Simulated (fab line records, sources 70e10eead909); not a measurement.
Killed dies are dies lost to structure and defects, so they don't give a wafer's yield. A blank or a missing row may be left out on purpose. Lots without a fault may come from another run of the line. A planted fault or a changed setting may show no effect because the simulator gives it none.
Tool commonality check | flow nand_harc | 14 lots, 38 wafers sampled

WHY IT WAS OPENED
At NHARC_END_SORT_01 the reading killed_at_periphery is flagged on 2 of 14 lots. Wafers without a fault read 3.4, standard deviation 2.5.
Rule: a lot is flagged when every wafer of it that has a number lies more than 4 standard deviations from that mean, or none has a number. The other lots count as sound.

lot  | measured     | on        | killed_at_periphery, wafer by wafer | flag
L108 | day 24 16:59 | prober-02 | 1 1 1                               |
L111 | day 25 15:00 | prober-01 | 2 4 2                               |
L113 | day 25 17:23 | prober-02 | 10 6 7                              |
L110 | day 25 22:52 | prober-01 | 6 4 3                               |
L114 | day 27 01:46 | prober-01 | 1 4 3                               |
L116 | day 27 09:57 | prober-01 | 3 5 4                               |
L119 | day 29 09:49 | prober-02 | 97                                  | FLAGGED
L118 | day 30 02:19 | prober-01 | 105                                 | FLAGGED
L125 | day 31 17:35 | prober-02 | 2 0 3                               |
L127 | day 32 18:13 | prober-01 | 1 4 4                               |
L128 | day 33 02:01 | prober-01 | 4 4 2                               |
L130 | day 33 05:05 | prober-02 | 2 5 3                               |
L129 | day 33 11:23 | prober-01 | 3 3 3                               |
L131 | day 34 19:15 | prober-01 | 5 5 3                               |
The numbers of the flagged lots are 101.0 on average: +97.6 against the usual, or +39 standard deviations.

WHICH TOOL RAN EACH LOT
The record holds 4 process steps before the reading, out of a route of 1302 steps. In each cell: the tool, then ch and the chambers that the sampled wafers went through, then the start.
lot  | flag    | NHARC_P_CONTACT_DEP_00                     | NHARC_P_CONTACT_ETCH_35           | NHARC_P_CONTACT_ALD_22              | NHARC_P_CONTACT_CVD_23
L108 |         | pecvd-02 ch 0,1, day 5 21:38 or earlier    | rie_diel-08 ch 1,2, day 5 21:38   | ald_metal-02 ch 0,2,3, day 5 23:24  | cvd_w-01 ch 0,1, day 24 16:59 or earlier
L111 |         | pecvd-03 ch 1,2, day 7 06:11 or earlier    | rie_diel-11 ch 0,1,3, day 7 06:11 | ald_metal-03 ch 1,2, day 7 07:55    | cvd_w-01 ch 1, day 25 15:00 or earlier
L113 |         | pecvd-03 ch 0,1,2, day 7 21:33 or earlier  | rie_diel-11 ch 0,1, day 7 21:33   | ald_metal-01 ch 0,1, day 7 23:19    | cvd_w-01 ch 0,1, day 25 17:23 or earlier
L110 |         | pecvd-03 ch 1,2, day 6 18:41 or earlier    | rie_diel-08 ch 0,2,3, day 6 18:41 | ald_metal-03 ch 1,2,3, day 6 20:25  | cvd_w-01 ch 0,1, day 25 22:52 or earlier
L114 |         | pecvd-01 ch 0,2, day 8 12:40 or earlier    | rie_diel-08 ch 0,3, day 8 12:40   | ald_metal-01 ch 2,3, day 8 14:24    | cvd_w-02 ch 0,1, day 27 01:46 or earlier
L116 |         | pecvd-01 ch 1,2, day 9 07:41 or earlier    | rie_diel-06 ch 0,2,3, day 9 07:41 | ald_metal-02 ch 0,1,2, day 9 09:26  | cvd_w-02 ch 0,1, day 27 09:57 or earlier
L119 | FLAGGED | pecvd-01 ch 2, day 10 08:55 or earlier     | rie_diel-06 ch 1, day 10 08:55    | ald_metal-03 ch 0, day 10 10:46     | cvd_w-01 ch 0, day 29 09:49 or earlier
L118 | FLAGGED | pecvd-01 ch 1, day 10 04:11 or earlier     | rie_diel-06 ch 1, day 10 04:11    | ald_metal-02 ch 3, day 10 05:58     | cvd_w-02 ch 0, day 30 02:19 or earlier
L125 |         | pecvd-03 ch 0,1, day 13 03:34 or earlier   | rie_diel-08 ch 0,1, day 13 03:34  | ald_metal-02 ch 1,2, day 13 05:19   | cvd_w-02 ch 0,1, day 31 17:35 or earlier
L127 |         | pecvd-01 ch 0,1, day 13 18:35 or earlier   | rie_diel-06 ch 2,3, day 13 18:35  | ald_metal-01 ch 0,2,3, day 13 20:21 | cvd_w-01 ch 0, day 32 18:13 or earlier
L128 |         | pecvd-02 ch 1,2, day 14 11:03 or earlier   | rie_diel-08 ch 0,3, day 14 11:03  | ald_metal-03 ch 1,2,3, day 14 12:56 | cvd_w-02 ch 0,1, day 33 02:01 or earlier
L130 |         | pecvd-03 ch 0,1,2, day 15 00:27 or earlier | rie_diel-08 ch 0,2, day 15 00:27  | ald_metal-01 ch 0,2,3, day 15 02:14 | cvd_w-01 ch 0,1, day 33 05:05 or earlier
L129 |         | pecvd-03 ch 0,1,2, day 14 13:58 or earlier | rie_diel-06 ch 2,3, day 14 13:58  | ald_metal-03 ch 0,3, day 14 15:42   | cvd_w-02 ch 0,1, day 33 11:23 or earlier
L131 |         | pecvd-02 ch 1,2, day 15 12:59 or earlier   | rie_diel-06 ch 2,3, day 15 12:59  | ald_metal-02 ch 2,3, day 15 14:44   | cvd_w-02 ch 0,1, day 34 19:15 or earlier
What these steps do:
- NHARC_P_CONTACT_DEP_00: deposits SiO2, target thk 500 nm.
- NHARC_P_CONTACT_ETCH_35: etches the open film in CF4, target depth 39 nm, time 65 s.
- NHARC_P_CONTACT_ALD_22: deposits TiN, target thk 3 nm, pulse time 1 s, ald cycles 150.
- NHARC_P_CONTACT_CVD_23: deposits W, target thk 200 nm, time 557 s.
- NHARC_END_SORT_01

FLAGGED OVER TOTAL, TOOL BY TOOL (the gauges that took the reading come last)
step                    | tool         | lots run | flagged | share of the flagged lots | sound lots run after its first flagged lot
NHARC_P_CONTACT_DEP_00  | pecvd-01     | 5        | 2       | all                       | 1 (L127)
NHARC_P_CONTACT_DEP_00  | pecvd-02     | 3        | 0       | none                      | -
NHARC_P_CONTACT_DEP_00  | pecvd-03     | 6        | 0       | none                      | -
NHARC_P_CONTACT_ETCH_35 | rie_diel-06  | 6        | 2       | all                       | 3 (L127,L129,L131)
NHARC_P_CONTACT_ETCH_35 | rie_diel-08  | 6        | 0       | none                      | -
NHARC_P_CONTACT_ETCH_35 | rie_diel-11  | 2        | 0       | none                      | -
NHARC_P_CONTACT_ALD_22  | ald_metal-01 | 4        | 0       | none                      | -
NHARC_P_CONTACT_ALD_22  | ald_metal-02 | 5        | 1       | some                      | 2 (L125,L131)
NHARC_P_CONTACT_ALD_22  | ald_metal-03 | 5        | 1       | some                      | 2 (L128,L129)
NHARC_P_CONTACT_CVD_23  | cvd_w-01     | 7        | 1       | some                      | 2 (L127,L130)
NHARC_P_CONTACT_CVD_23  | cvd_w-02     | 7        | 1       | some                      | 4 (L125,L128,L129,L131)
NHARC_END_SORT_01       | prober-01    | 9        | 1       | some                      | 4 (L127,L128,L129,L131)
NHARC_END_SORT_01       | prober-02    | 5        | 1       | some                      | 2 (L125,L130)
NHARC_P_CONTACT_DEP_00 gives no start for some lots, so the hours and the order of its lots are those of NHARC_P_CONTACT_ETCH_35. NHARC_P_CONTACT_CVD_23 gives no start for some lots, so the hours and the order of its lots are those of NHARC_END_SORT_01.

WHAT THE TABLE ALLOWS
2 rows of the table ran every flagged lot: pecvd-01 at NHARC_P_CONTACT_DEP_00, rie_diel-06 at NHARC_P_CONTACT_ETCH_35.
- pecvd-01 at NHARC_P_CONTACT_DEP_00: 2 of its 5 lots flagged. Sound lots ran on it after the first flagged one (L127), which a lasting fault on the whole tool wouldn't allow.
- rie_diel-06 at NHARC_P_CONTACT_ETCH_35: 2 of its 6 lots flagged. Sound lots ran on it after the first flagged one (L127, L129, L131), which a lasting fault on the whole tool wouldn't allow.
No row of the table ran every flagged lot and no sound lot after the first.

WHAT THE SIMULATOR HAD PUT IN
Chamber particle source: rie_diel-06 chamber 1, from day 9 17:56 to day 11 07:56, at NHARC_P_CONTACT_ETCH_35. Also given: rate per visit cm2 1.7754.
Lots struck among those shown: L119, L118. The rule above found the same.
